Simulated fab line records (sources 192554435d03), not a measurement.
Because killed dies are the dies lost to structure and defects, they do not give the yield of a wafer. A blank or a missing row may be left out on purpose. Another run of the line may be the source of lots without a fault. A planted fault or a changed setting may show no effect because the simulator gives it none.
Which of the tools did it? | flow n5_finfet | 8 lots, 22 wafers sampled, at 5 steps of a route of 1938

## WHAT THE GAUGES SHOWED, per wafer
N5_BEOL_M4_RC_MEAS_101. Usual: DIBL_N 35.8 mV/V, standard deviation 1.7; DIBL_P 35.3 mV/V, standard deviation 2; IOFF_N 0.150 nA/um, standard deviation 0.026; IOFF_P 0.194 nA/um, standard deviation 0.029; ION_N 667 uA/um, standard deviation 11; ION_P 456 uA/um, standard deviation 7.1; SS_N 71.4 mV/dec, standard deviation 0.65; SS_P 73.1 mV/dec, standard deviation 0.64; VT_N 251 mV, standard deviation 3; VT_P -252 mV, standard deviation 3.2.
lot  | measured     | on        | DIBL_N (mV/V)  | DIBL_P (mV/V)  | IOFF_N (nA/um)    | IOFF_P (nA/um)    | ION_N (uA/um) | ION_P (uA/um) | SS_N (mV/dec)  | SS_P (mV/dec)  | VT_N (mV)   | VT_P (mV)      | flag
L262 | day 10 07:59 | prober-02 | 36.1 36.0 37.7 | 36.4 36.0 37.8 | 0.148 0.150 0.173 | 0.197 0.196 0.228 | 663 671 666   | 452 462 457   | 71.0 71.1 72.4 | 73.3 73.4 74.0 | 252 253 247 | -252 -255 -250 |
L263 | day 10 23:08 | prober-02 | 36.3 35.5 35.1 | 39.2 38.0 37.0 | 0.181 0.148 0.158 | 0.208 0.189 0.186 | 679 659 675   | 459 453 458   | 71.7 72.0 71.8 | 73.6 73.9 72.7 | 248 249 252 | -252 -253 -253 |
L274 | day 14 05:40 | prober-01 | 38.3 37.8      | 35.3 34.8      | 0.186 0.171       | 0.213 0.199       | 669 688       | 456 464       | 72.2 72.1      | 73.8 73.1      | 247 248     | -252 -250      |
L276 | day 14 01:35 | prober-01 | 34.5 34.4 36.1 | 34.0 32.9 35.3 | 0.121 0.116 0.143 | 0.179 0.167 0.204 | 650 656 668   | 454 451 455   | 71.1 70.8 71.9 | 73.7 72.8 72.8 | 254 255 253 | -250 -255 -251 |
L277 | day 14 15:55 | prober-01 | 38.3 37.8      | 35.3 36.3      | 0.174 0.165       | 0.187 0.194       | 662 672       | 449 459       | 72.7 71.2      | 73.4 72.6      | 247 249     | -253 -252      |
L278 | day 14 15:12 | prober-02 | 36.4 35.6 38.0 | 34.8 34.5 37.2 | 0.156 0.137 0.190 | 0.168 0.160 0.194 | 648 665 679   | 436 450 455   | 72.4 71.5 72.3 | 73.4 73.4 74.3 | 254 251 248 | -253 -254 -253 |
L280 | day 15 02:43 | prober-01 | 33.6 33.7 33.3 | 33.6 32.3 32.0 | 0.139 0.123 0.122 | 0.173 0.147 0.149 | 664 652 652   | 454 452 445   | 70.7 70.9 70.9 | 72.6 71.9 72.5 | 250 254 251 | -253 -257 -256 |
L281 | day 15 08:19 | prober-01 | 34.3 36.6 34.5 | 34.8 37.6 35.9 | 0.117 0.153 0.129 | 0.170 0.217 0.184 | 668 666 674   | 463 458 463   | 70.9 71.9 71.3 | 73.4 73.2 73.1 | 255 253 252 | -253 -251 -253 |

## WHAT TOOL EACH LOT RAN ON (gives the tool, then ch and the chambers of the sampled wafers, and finally the start)
lot  | N5_MOL_CONTACT_COAG_VIA_ETCH_46    | N5_MOL_CONTACT_COAG_ETCH_65        | N5_MOL_CONTACT_COAG_ETCH_66        | N5_MOL_CONTACT_COAG_VIA_ETCH_117
L262 | rie_diel-01 ch 1,2, day 5 21:29    | rie_diel-03 ch 0,1,3, day 5 22:34  | rie_diel-03 ch 0,1,3, day 5 22:35  | rie_diel-03 ch 1,2,3, day 5 23:01
L263 | rie_diel-04 ch 1,3, day 5 22:09    | rie_diel-04 ch 0,3, day 5 23:05    | rie_diel-04 ch 0,3, day 5 23:06    | rie_diel-03 ch 0,1,2, day 5 23:32
L274 | rie_diel-03 ch 3, day 8 20:46      | rie_diel-04 ch 0,1, day 8 22:56    | rie_diel-04 ch 0,1, day 8 22:57    | rie_diel-01 ch 0, day 8 23:25
L276 | rie_diel-04 ch 0,1,2, day 9 08:02  | rie_diel-04 ch 0,2, day 9 09:01    | rie_diel-04 ch 0,2, day 9 09:02    | rie_diel-01 ch 0,3, day 9 09:29
L277 | rie_diel-01 ch 0,1, day 9 08:51    | rie_diel-04 ch 1,2, day 9 09:47    | rie_diel-04 ch 1,2, day 9 09:49    | rie_diel-04 ch 0, day 9 10:18
L278 | rie_diel-03 ch 0,2,3, day 9 18:49  | rie_diel-03 ch 1,2, day 9 19:56    | rie_diel-03 ch 1,2, day 9 19:58    | rie_diel-01 ch 0,1,2, day 9 20:23
L280 | rie_diel-01 ch 0,1,3, day 10 06:28 | rie_diel-01 ch 0,1,2, day 10 07:26 | rie_diel-01 ch 0,1,2, day 10 07:27 | rie_diel-01 ch 1,2, day 10 07:52
L281 | rie_diel-03 ch 0,2,3, day 10 11:55 | rie_diel-03 ch 1,2,3, day 10 12:43 | rie_diel-03 ch 1,2,3, day 10 12:44 | rie_diel-03 ch 2,3, day 10 13:10
- N5_MOL_CONTACT_COAG_VIA_ETCH_46: etches SiO2 in C4F6/O2, target depth 46 nm, overetch 9.2 nm, time 40 s.
- N5_MOL_CONTACT_COAG_ETCH_65: etches underlayer in N2/H2, target depth 13 nm, time 10.4 s.
- N5_MOL_CONTACT_COAG_ETCH_66: etches SiARC in CF4, target depth 13 nm, time 21.7 s.
- N5_MOL_CONTACT_COAG_VIA_ETCH_117: etches SiO2 in C4F6/O2, target depth 40 nm, overetch 8 nm, time 26 s.

## AS READ BY THE TOOLS THEMSELVES (means over the sampled wafers that have a number; for cases with no such wafer, the mark the record gives instead)
N5_MOL_CONTACT_COAG_VIA_ETCH_46. Usual: O2_flow_sccm 10.006 sccm, standard deviation 0.028; chamber_pressure_mTorr 10.001 mTorr, standard deviation 0.0086; drypump_motor_current_A 5.9 A, standard deviation 0.48; oes_product_au 0.71 a.u., standard deviation 0.081; rf_vpp_V 1595 V, standard deviation 24; showerhead_plenum_p_Torr 2.81 Torr, standard deviation 0.091; throttle_valve_pct 40.9 %, standard deviation 0.41.
lot  | tool        | O2_flow_sccm (sccm) | chamber_pressure_mTorr (mTorr) | drypump_motor_current_A (A) | oes_product_au (a.u.) | rf_vpp_V (V) | showerhead_plenum_p_Torr (Torr) | throttle_valve_pct (%) | flag
L262 | rie_diel-01 | 10.000              | 9.998                          | 6.0                         | 0.79                  | 1594         | 2.75                            | 40.7                   |
L263 | rie_diel-04 | 9.992               | 9.999                          | 5.6                         | 0.64                  | 1633         | 2.78                            | 40.7                   |
L274 | rie_diel-03 | 9.977               | 9.997                          | 6.5                         | 0.64                  | 1580         | 2.91                            | 41.2                   |
L276 | rie_diel-04 | 10.013              | 10.003                         | 6.0                         | 0.72                  | 1611         | 2.83                            | 41.1                   |
L277 | rie_diel-01 | 9.988               | 10.000                         | 6.1                         | 0.72                  | 1578         | 2.85                            | 41.0                   |
L278 | rie_diel-03 | 10.018              | 10.001                         | 5.8                         | 0.64                  | 1589         | 2.78                            | 40.8                   |
L280 | rie_diel-01 | 10.016              | 10.002                         | 6.1                         | 0.74                  | 1579         | 2.82                            | 40.9                   |
L281 | rie_diel-03 | 10.021              | 9.995                          | 5.8                         | 0.64                  | 1589         | 2.78                            | 40.8                   |

N5_MOL_CONTACT_COAG_ETCH_65. Usual: chamber_pressure_mTorr 30.003 mTorr (standard deviation 0.027); drypump_motor_current_A 5.8 A (standard deviation 0.5); etch_rf_on_time_s 10.55 s (standard deviation 0.19); oes_product_au 0.66 a.u. (standard deviation 0.077); rf_vpp_V 523.0 V (standard deviation 2.4); showerhead_plenum_p_Torr 2.51 Torr (standard deviation 0.09); throttle_valve_pct 17.85 % (standard deviation 0.3).
lot  | tool        | chamber_pressure_mTorr (mTorr) | drypump_motor_current_A (A) | etch_rf_on_time_s (s) | oes_product_au (a.u.) | rf_vpp_V (V) | showerhead_plenum_p_Torr (Torr) | throttle_valve_pct (%) | flag
L262 | rie_diel-03 | 29.983                         | 5.8                         | 10.59                 | 0.61                  | 523.7        | 2.57                            | 17.94                  |
L263 | rie_diel-04 | 30.009                         | 5.5                         | 10.54                 | 0.63                  | 520.9        | 2.45                            | 17.84                  |
L274 | rie_diel-04 | 29.997                         | 6.2                         | 9.03                  | 0.79                  | 525.0        | 2.58                            | 17.94                  | OFF
L276 | rie_diel-04 | 30.011                         | 5.9                         | 9.52                  | 0.68                  | 522.8        | 2.51                            | 18.23                  | OFF
L277 | rie_diel-04 | 29.985                         | 6.0                         | 8.90                  | 0.79                  | 524.0        | 2.51                            | 17.86                  | OFF
L278 | rie_diel-03 | 29.983                         | 5.2                         | 10.53                 | 0.77                  | 524.3        | 2.55                            | 17.50                  |
L280 | rie_diel-01 | 30.010                         | 6.2                         | 10.39                 | 0.66                  | 523.5        | 2.51                            | 18.09                  |
L281 | rie_diel-03 | 30.012                         | 5.7                         | 10.55                 | 0.68                  | 523.6        | 2.56                            | 17.69                  |

N5_MOL_CONTACT_COAG_ETCH_66. Usual: chamber_pressure_mTorr 40.00 mTorr (standard deviation 0.036); drypump_motor_current_A 5.8 A (standard deviation 0.5); etch_rf_on_time_s 22.1 s (standard deviation 0.36); oes_product_au 0.65 a.u. (standard deviation 0.077); rf_vpp_V 183.7 V (standard deviation 1.3); showerhead_plenum_p_Torr 2.12 Torr (standard deviation 0.069); throttle_valve_pct 15.59 % (standard deviation 0.28).
lot  | tool        | chamber_pressure_mTorr (mTorr) | drypump_motor_current_A (A) | etch_rf_on_time_s (s) | oes_product_au (a.u.) | rf_vpp_V (V) | showerhead_plenum_p_Torr (Torr) | throttle_valve_pct (%) | flag
L262 | rie_diel-03 | 39.97                          | 5.8                         | 22.1                  | 0.60                  | 184.0        | 2.15                            | 15.61                  |
L263 | rie_diel-04 | 40.01                          | 5.5                         | 22.2                  | 0.63                  | 182.8        | 2.07                            | 15.64                  |
L274 | rie_diel-04 | 39.99                          | 6.2                         | 22.0                  | 0.72                  | 185.5        | 2.17                            | 15.57                  |
L276 | rie_diel-04 | 39.98                          | 5.9                         | 22.1                  | 0.63                  | 184.4        | 2.12                            | 15.97                  |
L277 | rie_diel-04 | 39.98                          | 6.0                         | 22.1                  | 0.70                  | 183.6        | 2.12                            | 15.54                  |
L278 | rie_diel-03 | 40.01                          | 5.2                         | 22.2                  | 0.77                  | 184.3        | 2.15                            | 15.21                  |
L280 | rie_diel-01 | 39.99                          | 6.3                         | 21.8                  | 0.66                  | 183.8        | 2.12                            | 15.87                  |
L281 | rie_diel-03 | 39.99                          | 5.7                         | 22.3                  | 0.67                  | 184.4        | 2.15                            | 15.40                  |

N5_MOL_CONTACT_COAG_VIA_ETCH_117. Usual: O2_flow_sccm 10.005 sccm, standard deviation 0.026; chamber_pressure_mTorr 10.000 mTorr, standard deviation 0.0096; drypump_motor_current_A 5.9 A, standard deviation 0.48; oes_product_au 0.71 a.u., standard deviation 0.074; rf_vpp_V 1593 V, standard deviation 22; showerhead_plenum_p_Torr 2.80 Torr, standard deviation 0.09; throttle_valve_pct 41.1 %, standard deviation 0.41.
lot  | tool        | O2_flow_sccm (sccm) | chamber_pressure_mTorr (mTorr) | drypump_motor_current_A (A) | oes_product_au (a.u.) | rf_vpp_V (V) | showerhead_plenum_p_Torr (Torr) | throttle_valve_pct (%) | flag
L262 | rie_diel-03 | 9.999               | 9.997                          | 5.7                         | 0.67                  | 1592         | 2.87                            | 41.0                   |
L263 | rie_diel-03 | 10.008              | 9.988                          | 5.4                         | 0.66                  | 1595         | 2.80                            | 40.9                   |
L274 | rie_diel-01 | 9.992               | 10.002                         | 6.4                         | 0.65                  | 1556         | 2.94                            | 41.7                   |
L276 | rie_diel-01 | 10.008              | 10.002                         | 6.3                         | 0.70                  | 1565         | 2.89                            | 41.4                   |
L277 | rie_diel-04 | 10.028              | 10.010                         | 6.0                         | 0.68                  | 1578         | 2.85                            | 41.5                   |
L278 | rie_diel-01 | 10.023              | 10.000                         | 6.3                         | 0.70                  | 1579         | 2.80                            | 41.3                   |
L280 | rie_diel-01 | 10.023              | 10.009                         | 6.3                         | 0.71                  | 1588         | 2.72                            | 41.2                   |
L281 | rie_diel-03 | 9.967               | 10.002                         | 5.7                         | 0.66                  | 1593         | 2.79                            | 40.7                   |

## THE ANSWER, worked out from the rows above alone
Rule: lot off if the mean of its wafers having a number is beyond 3 standard deviations from the usual mean. A lot without any number at a reading at which 4 lots or more have one is off too. The other lots that the step has rows for count as sound. First the gauges in route order, then the tools' own readings, where a lot's mean is used as printed above. At the first step where some lot is off, the reading lying furthest off is the one used; lots without a number count as furthest.
Off, at N5_MOL_CONTACT_COAG_ETCH_65 on etch_rf_on_time_s: L274, L276, L277.
If a tool, at that step or one of the process steps before it, ran each lot that is off and ran no sound lot following the first of them, it fits. One fits: N5_MOL_CONTACT_COAG_ETCH_65 on rie_diel-04. Its last sound lot is L263 (day 5 23:05), its first lot that is off L274 (day 8 22:56): a fault that began between those two fits.
The tool's own readings at N5_MOL_CONTACT_COAG_ETCH_65 bear it out: on the lots that are off they differ by more than 5 times the standard deviation of the sound lots' means. etch_rf_on_time_s reads 9.15 s there against 10.52 s on the sound lots.

## WHAT THE SIMULATOR HAD PUT IN
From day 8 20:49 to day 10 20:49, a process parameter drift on rie_diel-04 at N5_MOL_CONTACT_COAG_ETCH_65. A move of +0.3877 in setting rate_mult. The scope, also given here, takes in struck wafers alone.
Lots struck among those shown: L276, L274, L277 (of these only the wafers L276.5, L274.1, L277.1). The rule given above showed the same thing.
